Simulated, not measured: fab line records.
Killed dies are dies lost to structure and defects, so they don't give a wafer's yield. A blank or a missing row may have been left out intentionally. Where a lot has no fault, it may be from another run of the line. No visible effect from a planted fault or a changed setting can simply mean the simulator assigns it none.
fab line records | flow n5_finfet
record: lots: 7 wafers: 39
route steps=1938 shown PMOS_HMC_CHANNEL_EPI@78 DUMMY_GATE@228 SD_EPI_P@307 SD_ACTIVATION@331 HKMG_FIN@421 MOL_CONTACT_COAG@535 BEOL_M4@1111
start_h: hours from the record's opening day to when the first of the lot's shown wafers began | wait_h: how many hours have passed since the lot's step before this one | " identical to the entry in the row above | L1.1+2: a single row standing in for several wafers | - no value, or no start was given | * or withheld: withheld | < > ~ a bound
route shown NAME@n: a module of which the file shows steps, and the number in the route of the first | usual: average and standard deviation across the fault-free wafers | same: alike in all rows | chamber/n: place in a boat | sites: each site's reading | _std_site: their standard deviation | _edge_site: the outer-site mean with the inner-site mean subtracted | radius_mm: how far each site lies from the wafer's centre | mask NAME#n: copy n | behind: the last tool/chamber to shape the wafer | hold: cause of the lot's hold/its duration in hours/its outcome | device: transistor that didn't switch, given as n, p or np | end of line: tests run on the same wafers once the route is complete | for a step that has no rows: nothing shown but its recipe | killed: not the wafer's yield, but the dies lost to structure and defects at the first sort | map: the dies of a wafer, with x for killed, . for not killed, _ for no die there
set.NAME: the setting that was run; set.NAME@STEP: the one run at that earlier step | model.NAME: the simulator's own value behind a step, which no gauge read
one table per step and one row per wafer, for lots whose settings were changed on purpose
== steps ==
step: N5_PMOS_HMC_CHANNEL_EPI_EPI_20
recipe: material: SiGe30 mask_material: SiO2 pressure_torr: 20 target_thk_a: 590 temp_c: 600
step: N5_DUMMY_GATE_EXPOSE_12
recipe: mask_id: GATE na: 0.33 source_shape: annular sigma_inner: 0.2 sigma_outer: 0.6 polarization: unpolarized target_cd_nm: 25 dose_mj: 34
step: N5_DUMMY_GATE_ETCH_44
recipe: chemistry: HBr/O2 over_etch_frac: 0.7 target_depth_a: 1275 stop_on: SiO2 ion_energy_ev: 60 bias_w: 20 target: poly-Si mask_material: SiO2 pressure_mtorr: 20 icp_w: 400 HBr_flow_sccm: 120 O2_flow_sccm: 10
step: N5_DUMMY_GATE_ETCH_42
recipe: chemistry: CHF3/O2 target: SiO2 target_depth_a: 35 time_s: 31 ion_energy_ev: 30 bias_w: 12 pressure_mtorr: 30 source_w: 600 Ar_flow_sccm: 200 CHF3_flow_sccm: 50 O2_flow_sccm: 5
step: N5_SD_EPI_P_ETCH_36
recipe: chemistry: CF4 target: SiARC target_depth_a: 455 mask_material: CAR-ArF-block time_s: 75.8 ion_energy_ev: 80 pressure_mtorr: 40 source_w: 545 bias_w: 36 Ar_flow_sccm: 100 cf4_flow_sccm: 100 ends: cleared
step: N5_SD_ACTIVATION_LSA_01
recipe: temp_c: 1080 time_s: 0.0008 ambient: N2
step: N5_HKMG_FIN_PWFM_ALD_03
recipe: material: TiN target_thk_a: 20 temp_c: 400 ald_precursor_family: TiCl4 ald_co_reactant: NH3 pulse_time_s: 1 purge_time_s: 3 co_reactant_purge_time_s: 2 co_reactant_pulse_time_s: 2 ald_cycles: 91 pressure_torr: 3
step: N5_MOL_CONTACT_COAG_CONTACT_ETCH_14
recipe: chemistry: C4F6/O2 target: SiO2 target_depth_a: 275 overetch_a: 85 mask_material: SOC pressure_mtorr: 30 source_w: 370 bias_w: 185 Ar_flow_sccm: 300 C4F6_flow_sccm: 16 O2_flow_sccm: 10 time_s: 20 ion_energy_ev: 259.6
step: N5_BEOL_M4_RC_MEAS_101
usual: DIBL_N: 36.2/1.7 DIBL_P: 36.6/1.9 IOFF_N_85C: 3.2/0.52 IOFF_P_85C: 3.6/0.54 IOFF_P_LONG: 0.000101/7.2e-06 VT_P: -252/3.4 VT_P_LONG: -277.0/2.8 VT_P_LVT: -98/3.2
columns lot.wafer tool chamber start_h wait_h set.temp_c@PMOS_HMC_CHANNEL_EPI_EPI_20 set.dose_mj@DUMMY_GATE_EXPOSE_12 set.target_depth_a@DUMMY_GATE_ETCH_44 set.bias_w@DUMMY_GATE_ETCH_42 set.bias_w@SD_EPI_P_ETCH_36 set.time_s@SD_ACTIVATION_LSA_01 set.ald_cycles@HKMG_FIN_PWFM_ALD_03 set.source_w@MOL_CONTACT_COAG_CONTACT_ETCH_14 DIBL_N[mV/V] DIBL_P[mV/V] IOFF_N_85C[nA/um] IOFF_P_85C[nA/um] IOFF_P_LONG[nA/um] VT_P[mV] VT_P_LONG[mV] VT_P_LVT[mV]
L080.1 prober-02 0 200.09 0.0 595.1 35.32 1229 10.6 36 0.0008 91 370 37.8 37.9 3.8 4.3 0.000115 -248 -271.0 -96
L080.2 " 0 " " 600 34 1229 12 36 0.0008 98 370 35.1 35.8 3.1 4.2 0.000117 -244 -268.8 -93
L080.3 " 0 " " 600 35.32 1229 12 36 0.0008 91 370 36.6 37.1 3.4 3.8 0.0001 -250 -276.6 -97
L080.4 " 0 " " 600 35.32 1275 10.6 36 0.0008 98 370 38.1 39.6 4.0 5.4 0.00012 -244 -272.6 -91
L080.5 " 0 " " 595.1 34 1275 12 36 0.0008 91 370 35.9 36.3 3.3 4.0 0.000117 -248 -269.7 -96
L080.6 " 0 " " 595.1 34 1275 10.6 36 0.0008 98 370 36.1 37.2 3.5 5.1 0.000127 -240 -264.5 -90
L081.1 prober-02 0 203.41 0.0 604.2 34 1275 12 36 0.0008 91 370 37.6 41.0 3.7 4.0 9.2e-05 -252 -279.8 -96
L081.2 " 0 " " 600 36.35 1131 12 36 0.0009114 91 370 40.5 42.4 4.6 4.6 9.9e-05 -251 -277.6 -94
L081.3 " 0 " " 600 34 1275 12 36 0.0008 91 335.5 35.1 37.1 2.8 3.2 0.000103 -251 -278.1 -99
L081.4 " 0 " " 604.2 34 1131 12 36 0.0009114 91 370 36.4 37.7 3.2 3.2 9.7e-05 -256 -280.0 -100
L081.5 " 0 " " 604.2 36.35 1131 12 36 0.0008 91 335.5 38.6 40.7 3.5 3.8 9.3e-05 -253 -277.5 -99
L081.6 " 0 " " 600 36.35 1275 12 36 0.0009114 91 335.5 43.1 45.9 5.5 5.5 9.8e-05 -246 -279.0 -92
L083.1 prober-02 0 208.18 0.0 600 34 1275 12 36 0.0008 91 370 35.6 36.2 3.1 3.3 0.000106 -250 -274.6 -98
L083.3 " 0 " " 600 34 1275 12 36 0.0008 91 370 37.1 38.9 3.6 3.8 0.00011 -250 -274.5 -96
L083.6 " 0 " " 600 34 1275 12 36 0.0008 91 370 34.7 35.1 2.8 3.0 0.000105 -253 -274.9 -101
L084.1 prober-02 0 226.69 0.0 600 34 1347 12 41.97 0.0008 91 370 38.9 41.1 3.8 4.5 9.8e-05 -250 -280.0 -99
L084.2 " 0 " " 606.5 32.08 1275 12 36 0.0006729 91 370 30.9 31.4 1.9 2.1 8.9e-05 -262 -281.7 -112
L084.3 " 0 " " 606.5 34 1347 13.55 36 0.0008 84 370 35.6 36.3 2.6 2.4 8.2e-05 -264 -287.7 -115
L084.4 " 0 " " 606.5 32.08 1347 13.55 41.97 0.0006729 84 370 33.9 35.0 2.6 2.4 7.7e-05 -266 -288.3 -113
L084.5 " 0 " " 600 32.08 1275 12 36 0.0008 84 370 33.4 34.3 2.3 2.4 8.9e-05 -260 -287.9 -111
L084.6 " 0 " " 600 34 1275 13.55 41.97 0.0006729 91 370 33.4 33.4 2.2 2.8 9.7e-05 -253 -278.9 -106
L091.1 prober-02 0 263.78 0.0 600 31.65 1275 12 42.48 0.0008 91 370 30.8 31.3 2.0 2.5 0.000101 -257 -278.4 -105
L091.2 " 0 " " 600 34 1275 12 36 0.0008 91 406.5 36.7 37.1 3.1 3.5 9.8e-05 -254 -272.7 -100
L091.3 " 0 " " 600 34 1275 11.29 36 0.0008 91 406.5 37.1 37.9 3.3 3.6 9.7e-05 -251 -275.7 -100
L091.4 " 0 " " 605.1 31.65 1275 11.29 36 0.0008 91 370 31.3 30.9 2.0 2.2 8.5e-05 -260 -282.5 -108
L091.5 " 0 " " 605.1 34 1275 11.29 42.48 0.0008 91 370 34.8 34.6 2.7 2.7 8.9e-05 -258 -280.0 -106
L091.6 " 0 " " 605.1 31.65 1275 12 42.48 0.0008 91 406.5 30.9 30.6 2.0 2.1 9.1e-05 -260 -283.8 -109
L090.1 prober-01 0 265.51 0.0 600 34 1203 13.31 36 0.0009721 98 426.1 35.7 36.4 3.0 4.2 0.00011 -244 -271.6 -93
L090.2 " 0 " " 603.2 32.25 1203 12 36 0.0009721 91 426.1 31.9 30.1 2.0 2.2 9.5e-05 -261 -279.1 -107
L090.3 " 0 " " 603.2 32.25 1275 13.31 36 0.0008 91 370 29.9 29.0 1.8 2.1 9e-05 -260 -279.7 -106
L090.4 " 0 " " 603.2 34 1203 12 29.18 0.0008 91 370 37.8 38.3 3.7 3.7 9.6e-05 -253 -278.6 -100
L090.5 " 0 " " 600 34 1275 13.31 29.18 0.0009721 98 370 35.9 36.5 3.1 4.2 0.00011 -247 -270.0 -93
L090.6 " 0 " " 600 32.25 1275 12 29.18 0.0008 98 426.1 31.9 30.5 2.2 2.9 0.000109 -252 -270.2 -99
L097.1 prober-02 0 296.75 0.0 600 34 1407 12 36 0.0009966 96 318.7 37.2 36.0 3.2 4.2 0.00011 -249 -272.5 -96
L097.2 " 0 " " 593.4 34.83 1407 12 36 0.0008 91 370 37.2 36.0 3.0 4.2 0.000117 -245 -275.4 -96
L097.3 " 0 " " 600 34 1275 11.22 36 0.0008 91 370 36.4 34.8 3.0 3.4 0.000104 -252 -277.0 -101
L097.4 " 0 " " 593.4 34 1407 11.22 39.76 0.0009966 91 318.7 38.8 37.7 3.6 4.6 0.00012 -247 -271.5 -95
L097.5 " 0 " " 600 34.83 1275 11.22 39.76 0.0008 96 318.7 38.6 39.0 3.6 5.0 0.000112 -242 -271.7 -93
L097.6 " 0 " " 593.4 34.83 1275 12 39.76 0.0009966 96 370 37.5 35.5 3.1 4.5 0.000127 -245 -272.0 -93
== key ==
split: step: N5_PMOS_HMC_CHANNEL_EPI_EPI_20 setting: temp_c stated_as: 600
response: step: N5_BEOL_M4_RC_MEAS_101 reading: IOFF_P_LONG slope: -1.09e-05 per: 1% together_with: all explained: 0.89
split: step: N5_DUMMY_GATE_EXPOSE_12 setting: dose_mj stated_as: 34
response: step: N5_BEOL_M4_RC_MEAS_101 reading: DIBL_N slope: +0.7 per: 1% together_with: all explained: 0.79
response: step: N5_BEOL_M4_RC_MEAS_101 reading: DIBL_P slope: +0.8 per: 1% together_with: all explained: 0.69
response: step: N5_BEOL_M4_RC_MEAS_101 reading: IOFF_N_85C slope: +0.164 per: 1% together_with: all explained: 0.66
response: step: N5_BEOL_M4_RC_MEAS_101 reading: IOFF_P_85C slope: +0.159 per: 1% together_with: all explained: 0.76
split: step: N5_DUMMY_GATE_ETCH_44 setting: target_depth_a stated_as: 1275
response none clear
split: step: N5_DUMMY_GATE_ETCH_42 setting: bias_w stated_as: 12
response none clear
split: step: N5_SD_EPI_P_ETCH_36 setting: bias_w stated_as: 36
response none clear
split: step: N5_SD_ACTIVATION_LSA_01 setting: time_s stated_as: 0.0008
response none clear
split: step: N5_HKMG_FIN_PWFM_ALD_03 setting: ald_cycles stated_as: 91
response: step: N5_BEOL_M4_RC_MEAS_101 reading: IOFF_P_LONG slope: +1.36e-06 per: 1% together_with: all explained: 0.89
response: step: N5_BEOL_M4_RC_MEAS_101 reading: VT_P slope: +0.851 per: 1% together_with: all explained: 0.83
response: step: N5_BEOL_M4_RC_MEAS_101 reading: VT_P_LONG slope: +0.771 per: 1% together_with: all explained: 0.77
response: step: N5_BEOL_M4_RC_MEAS_101 reading: VT_P_LVT slope: +0.784 per: 1% together_with: all explained: 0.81
split: step: N5_MOL_CONTACT_COAG_CONTACT_ETCH_14 setting: source_w stated_as: 370
response none clear
